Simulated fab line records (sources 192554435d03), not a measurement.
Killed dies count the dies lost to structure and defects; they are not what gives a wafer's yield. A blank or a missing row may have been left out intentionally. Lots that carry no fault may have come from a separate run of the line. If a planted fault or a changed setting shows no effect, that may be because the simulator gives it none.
Which of the tools did it?	flow n5Finfet	9 lots with 27 wafers sampled at 6 steps, on a route of 1938 steps

WHAT THE GAUGES SHOWED, per wafer
N5_HKMG_FIN_CD_MEAS_12 targets a cd of 92.8 nm.
lot	measured	on	cdNm (nm)
L925	day 4 07:59	cdSem-01	92.5 92.9 91.9
L926	day 4 13:11	cdSem-01	92.8 92.4 93.1
L928	day 5 00:06	cdSem-02	93.0 93.1 92.3
L929	day 5 03:39	cdSem-03	92.6 92.7 92.8
L933	day 6 02:03	cdSem-02	92.5 92.4 92.2
L939	day 7 20:12	cdSem-01	92.2 92.5 102.6
L943	day 8 17:44	cdSem-01	93.2 92.3 92.2
L944	day 9 00:36	cdSem-01	92.6 92.4 91.9
L948	day 10 08:07	cdSem-02	93.1 91.5 91.7

N5_BEOL_M4_RC_MEAS_101.
lot	measured	on	DIBL_N (mV/V)	DIBL_P (mV/V)	IOFF_N (nA/um)	IOFF_P (nA/um)	ION_N (uA/um)	ION_P (uA/um)	SS_N (mV/dec)	SS_P (mV/dec)	VT_N (mV)	VT_P (mV)
L925	day 7 18:26	prober-02	37.9 38.2 37.5	38.3 39.7 38.2	0.19 0.21 0.19	0.27 0.31 0.27	683 705 688	472 484 470	71.8 71.7 71.7	74.1 74.4 74.0	247 245 245	-245 -244 -246
L926	day 8 05:31	prober-02	33.9 36.2 35.7	34.2 36.9 35.3	0.12 0.16 0.14	0.18 0.23 0.21	658 668 656	458 462 454	71.0 71.5 70.8	72.4 73.3 72.4	252 250 252	-251 -248 -249
L928	day 8 15:01	prober-01	34.5 34.5 39.1	36.0 36.8 41.7	0.14 0.14 0.24	0.19 0.20 0.29	691 673 698	475 464 470	70.4 70.9 71.9	73.7 74.3 74.9	249 251 242	-252 -250 -247
L929	day 8 18:02	prober-02	36.8 35.1 34.9	36.4 34.4 34.6	0.15 0.13 0.13	0.20 0.18 0.18	654 664 668	452 455 459	72.1 70.7 71.4	73.0 72.6 73.1	254 253 253	-254 -253 -253
L933	day 9 10:14	prober-01	33.6 36.4 35.0	31.7 35.0 34.1	0.10 0.14 0.12	0.16 0.21 0.20	667 675 663	464 462 462	70.8 72.4 70.9	71.8 72.9 72.1	257 252 255	-254 -248 -249
L939	day 12 21:15	prober-01	37.7 36.4 37.2	35.8 34.5 34.4	0.17 0.15 0.16	0.22 0.19 0.19	691 675 676	473 462 460	72.6 72.1 72.3	73.5 72.9 72.9	248 250 251	-246 -251 -251
L943	day 13 19:43	prober-02	37.5 39.9 40.5	35.8 38.6 39.5	0.16 0.21 0.24	0.21 0.25 0.27	694 683 715	471 462 481	71.5 72.6 72.2	74.1 74.0 74.0	249 245 244	-249 -247 -245
L944	day 14 09:01	prober-01	36.4 36.8 36.2	36.4 38.3 37.6	0.18 0.19 0.18	0.21 0.24 0.25	668 685 681	460 466 469	72.1 71.9 71.6	73.0 74.0 74.3	249 247 246	-249 -248 -246
L948	day 15 04:40	prober-01	36.2 36.5 36.9	36.7 36.7 37.3	0.15 0.15 0.16	0.21 0.21 0.21	668 668 665	460 458 457	71.1 70.7 71.4	73.1 73.2 74.1	250 251 251	-249 -248 -250

TOOL THAT RAN EACH LOT (tool first, then ch and the chambers of the sampled wafers, then the start)
lot	N5_HKMG_FIN_PEB_10	N5_HKMG_FIN_ETCH_31	N5_HKMG_FIN_STRIP_19	N5_HKMG_FIN_ETCH_86
L925	lithoTrack-01 ch 0, day 4 07:55	rieDiel-02 ch 1,2, day 4 08:07	plasmaAsher-02 ch 0,1, day 4 08:40	rieDiel-03 ch 1,2,3, day 4 09:23
L926	lithoTrack-05 ch 0, day 4 13:07	rieDiel-04 ch 1,3, day 4 13:37	plasmaAsher-02 ch 0,1, day 4 14:11	rieDiel-03 ch 0,1, day 4 14:54
L928	lithoTrack-05 ch 0, day 5 00:02	rieDiel-02 ch 1,2, day 5 00:26	plasmaAsher-01 ch 0,1, day 5 01:00	rieDiel-02 ch 0,2, day 5 01:47
L929	lithoTrack-05 ch 0, day 5 03:35	rieDiel-02 ch 0,1,2, day 5 03:47	plasmaAsher-01 ch 0,1, day 5 04:21	rieDiel-03 ch 0,2, day 5 05:04
L933	lithoTrack-01 ch 0, day 6 01:59	rieDiel-04 ch 0,1,3, day 6 02:37	plasmaAsher-01 ch 0,1, day 6 03:11	rieDiel-04 ch 1,2,3, day 6 03:57
L939	lithoTrack-01 ch 0, day 7 20:08	rieDiel-02 ch 2,3, day 7 20:33	plasmaAsher-02 ch 0,1, day 7 21:07	rieDiel-03 ch 1,3, day 7 21:50
L943	lithoTrack-05 ch 0, day 8 17:41	rieDiel-03 ch 2,3, day 8 18:56	plasmaAsher-01 ch 0,1, day 8 19:30	rieDiel-02 ch 1,2, day 8 20:36
L944	lithoTrack-02 ch 0, day 9 00:32	rieDiel-03 ch 1,2, day 9 01:31	plasmaAsher-01 ch 0,1, day 9 02:04	rieDiel-03 ch 0,3, day 9 02:49
L948	lithoTrack-05 ch 0, day 10 08:02	rieDiel-02 ch 0,1, day 10 08:14	plasmaAsher-02 ch 0,1, day 10 08:48	rieDiel-04 ch 0,2,3, day 10 09:50
- N5_HKMG_FIN_PEB_10: peb time 60 s.
- N5_HKMG_FIN_ETCH_31: etches SiARC in CF4, target depth 45.5 nm, time 75.8 s.
- N5_HKMG_FIN_STRIP_19: strips in N2/H2, time 360 s.
- N5_HKMG_FIN_ETCH_86: etches SOC in N2/H2, stops on TiN, target depth 393.2 nm.

WHAT THE TOOLS THEMSELVES READ (means of the sampled wafers that have a number; where no wafer has one, the mark that the record gives instead)
N5_HKMG_FIN_ETCH_31.
lot	tool	drypumpMotorCurrentA (A)	etchRfOnTimeS (s)	oesProductAu (a.u.)	rfVppV (V)	showerheadPlenumPTorr (Torr)	throttleValvePct (%)
L925	rieDiel-02	6.1	72.9	0.68	184.4	2.18	15.53
L926	rieDiel-04	6.0	73.4	0.80	184.0	2.17	15.47
L928	rieDiel-02	6.1	72.4	0.68	182.9	2.18	15.54
L929	rieDiel-02	6.2	74.4	0.65	183.8	2.11	15.63
L933	rieDiel-04	6.0	73.0	0.80	184.1	2.13	15.37
L939	rieDiel-02	6.2	74.8	0.74	185.5	2.20	15.51
L943	rieDiel-03	5.2	78.8	0.63	184.2	2.16	15.51
L944	rieDiel-03	5.6	78.9	0.67	184.2	2.17	15.82
L948	rieDiel-02	6.2	75.9	0.70	185.3	2.19	15.46

N5_HKMG_FIN_STRIP_19.
lot	tool	drypumpMotorCurrentA (A)	heaterPowerW (W)
L925	plasmaAsher-02	5.8	517
L926	plasmaAsher-02	5.9	503
L928	plasmaAsher-01	5.5	477
L929	plasmaAsher-01	5.5	484
L933	plasmaAsher-01	5.5	478
L939	plasmaAsher-02	5.9	500
L943	plasmaAsher-01	5.5	476
L944	plasmaAsher-01	5.2	486
L948	plasmaAsher-02	5.6	504

N5_HKMG_FIN_ETCH_86.
lot	tool	drypumpMotorCurrentA (A)	oesProductAu (a.u.)	rfVppV (V)	showerheadPlenumPTorr (Torr)	throttleValvePct (%)
L925	rieDiel-03	5.5	0.86	241.5	2.62	17.74
L926	rieDiel-03	5.8	0.84	240.0	2.52	17.83
L928	rieDiel-02	6.1	0.79	240.4	2.60	17.72
L929	rieDiel-03	5.3	0.72	239.7	2.50	17.97
L933	rieDiel-04	6.0	0.83	241.5	2.49	17.75
L939	rieDiel-03	5.7	0.86	241.6	2.62	17.74
L943	rieDiel-02	6.1	0.85	242.6	2.70	17.61
L944	rieDiel-03	5.6	0.73	240.0	2.49	17.84
L948	rieDiel-04	6.0	0.82	239.7	2.45	17.68

THE ANSWER, worked out from the rows above alone
Rule: usual is defined by the lots themselves. The widest of any qualifying gaps counts: lots, ordered by their means at a reading, are off when they make up no more than a third of the lots, leave a main group of 4 or more, and stand apart from it by 3 or more times the standard deviation of that group's means. The tables above print the reading to a certain number of digits; a main group whose means all agree to those digits is not used. Also off: a lot with no number at a reading for which 4 or more lots have one. The other lots that the step has rows for count as sound. Order of review: gauges by route order, followed by the tools' own readings, for which a lot's mean as printed above is used. At the first step where some lot is off, the reading lying furthest off is the one used; lots without a number count as furthest.
Off: L939 (N5_HKMG_FIN_CD_MEAS_12, cdNm). The main group: mean 92.5 nm, standard deviation 0.23.
If a tool, at a process step before that reading, ran all the lots that are off and no sound lot after the first of them, it fits. The gauges at N5_HKMG_FIN_CD_MEAS_12 are tried like those tools. One fits: N5_HKMG_FIN_PEB_10 on lithoTrack-01. Its last sound lot is L933 (day 6 01:59), its first lot that is off L939 (day 7 20:08): a fault that began between those two fits.

WHAT HAD BEEN PUT IN BY THE SIMULATOR
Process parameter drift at N5_HKMG_FIN_PEB_10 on lithoTrack-01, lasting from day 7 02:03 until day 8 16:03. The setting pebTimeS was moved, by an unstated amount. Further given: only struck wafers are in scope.
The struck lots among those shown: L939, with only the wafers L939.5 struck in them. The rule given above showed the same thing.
